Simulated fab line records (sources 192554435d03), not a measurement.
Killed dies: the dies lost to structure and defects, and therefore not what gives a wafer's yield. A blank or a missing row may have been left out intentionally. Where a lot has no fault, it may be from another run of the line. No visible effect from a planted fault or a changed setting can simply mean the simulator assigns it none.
2 desks, one fault	flow n5_finfet	numbers are kept per desk, each desk with only its own; the story behind them comes last

METROLOGY DESK
What the gauges read, lot by lot, whatever tool the lot ran on: means of the sampled wafers that have a number. Any lot whose mean is over 4 standard deviations away from the usual mean is out of limits and marked OUT; that distance is given in the brackets.
Columns: A = MIM_BOT_OVL at N5_MIM_BOT_LITHO_OVL_MEAS_11, usual -4 nm
lot	first seen here	A
L914	day 12 10:08	-5
L918	day 13 03:25	0
L917	day 13 03:35	-5
L920	day 13 20:34	-3
L921	day 13 22:41	1
L925	day 15 08:21	-0
L928	day 16 10:36	-3
L931	day 17 08:02	5
L933	day 17 16:05	-13
L935	day 18 12:33	-5
L937	day 19 01:28	-4
L936	day 19 01:48	-7
Finding of this desk: none of the 12 lots has anything out of limits.

AT THE TOOL OWNER'S DESK: pvd_sputter-03
Per lot that ran on this tool, the mean of the sampled wafers carrying a number, from the tool's own readings at N5_BEOL_M6_PRE_CLEAN_45 (time 30 s). Any lot whose mean is over 4 standard deviations away from the usual mean is out of limits and marked OUT; that distance is given in the brackets.
Columns: A = heater_power_w at N5_BEOL_M6_PRE_CLEAN_45, usual 338 W
lot	first seen here	A
L917	day 10 00:16	323
L918	day 10 00:39	302
L920	day 10 17:18	292
L925	day 12 04:44	314
Finding of this desk: none of the 4 lots has anything out of limits.

ALL TOGETHER
Nothing out of limits was seen by the metrology desk.
Nothing out of limits was seen by the tool owner's desk.

WHAT WAS PUT IN BY THE SIMULATOR
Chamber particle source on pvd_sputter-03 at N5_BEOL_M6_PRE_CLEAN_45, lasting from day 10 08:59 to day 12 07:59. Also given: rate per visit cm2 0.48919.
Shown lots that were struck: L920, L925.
